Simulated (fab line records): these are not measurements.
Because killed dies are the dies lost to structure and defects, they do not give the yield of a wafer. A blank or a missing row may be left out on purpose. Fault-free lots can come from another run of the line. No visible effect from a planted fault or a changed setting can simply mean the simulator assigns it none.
Split-lot study -- flow n5_finfet -- 21 wafers read across 7 lots, on a route 1938 steps long

## ON THE SPLIT
At N5_BEOL_M13_COAT_22 (resist thk 300 nm), the setting spin_rpm was moved away from the recipe's 2888 rpm on 10 of the 21 wafers read, by -10.2% to +10.6%. The other wafers ran this setting at the recipe's value.

The reading is taken at the split's own step.

## THE READING
coat_of_BEOL_M13_COAT_22.thk_nm (the simulator's own value, which no gauge read), in nm, at N5_BEOL_M13_COAT_22 (resist thk 300 nm). There is no usual value for it anywhere in the file. Here, 11 wafers ran the recipe; their average is 300.5 nm with a standard deviation of 0.57 nm.

wafer,"tool, chamber at the split","spin_rpm as run, rpm",against the recipe,"coat_of_BEOL_M13_COAT_22.thk_nm, nm",against lot-mates on the recipe
L076.1,"litho_track-02, 0",2888,recipe,300.2,-
L076.5,"litho_track-02, 0",3180,+10.1%,285.8,-14.4
L076.6,"litho_track-02, 0",3180,+10.1%,286.6,-13.6
L077.2,"litho_track-05, 0",3129,+8.3%,289.6,-11.6
L077.4,"litho_track-05, 0",3129,+8.3%,289,-12.2
L077.6,"litho_track-05, 0",2888,recipe,301.2,-
L079.2,"litho_track-02, 0",2888,recipe,299.4,-
L079.3,"litho_track-02, 0",3069,+6.3%,290.8,-8.8
L079.4,"litho_track-02, 0",2888,recipe,299.8,-
L085.2,"litho_track-05, 0",2888,recipe,301.2,-
L085.3,"litho_track-05, 0",3071,+6.3%,290.4,-10.8
L085.4,"litho_track-05, 0",3071,+6.3%,290.4,-10.8
L086.2,"litho_track-01, 0",2888,recipe,300.8,-
L086.6,"litho_track-01, 0",2888,recipe,300.8,-
L086.4,"litho_track-01, 0",2888,recipe,300.2,-
L088.2,"litho_track-01, 0",2594,-10.2%,317.8,+17.0
L088.5,"litho_track-01, 0",2888,recipe,301,-
L088.6,"litho_track-01, 0",2888,recipe,300.6,-
L096.1,"litho_track-01, 0",2888,recipe,300,-
L096.2,"litho_track-01, 0",3194,+10.6%,284.6,-15.4
L096.4,"litho_track-01, 0",3194,+10.6%,285.2,-14.8

THE FIT
A straight line over all 21 wafers: coat_of_BEOL_M13_COAT_22.thk_nm changes by -1.5 nm for each +1% of spin_rpm; r = -1.00; the points scatter about the line by 0.83 nm.
The same after taking each lot's own level away (the mean of its wafers on the recipe; 21 wafers): -1.49 nm for each +1%; r = -1.00; scatter 0.77 nm.
That fit puts the effect of the largest move of spin_rpm on the reading at 16 nm.
Across the lots, their own levels run from 299.60 to 301.20 nm, a range of 2.8 times the standard deviation given above.
Hence the lot-to-lot level has little effect on the slope; both slopes agree.
Check: for one of the wafers moved furthest among these (+10.6%), held out of the fit, the line's prediction against its lot-mates is -15.6 nm. Against them it came out at -15.4 nm.

## FURTHER SPLITS ON THESE WAFERS
Before the reading, these wafers also passed through other splits. Each is held against what the fit with the lots' levels taken away leaves over:
other split on the same wafers,wafers away from the commonest value,r with coat_of_BEOL_M13_COAT_22.thk_nm (lot level and that fit taken away)
N5_BEOL_M11_TRENCH_ETCH_37 time_s,5,+0.09
N5_BEOL_M11_DEGAS_44 temp_c,6,+0.05
N5_BEOL_M13_ILD_DEP_00 time_s,9,+0.20
N5_BEOL_M13_COAT_04 spin_rpm,8,+0.20

## FILE'S OWN FIT
coat_of_BEOL_M13_COAT_22.thk_nm changes by -1.49 nm for each +1% of spin_rpm, r = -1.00.
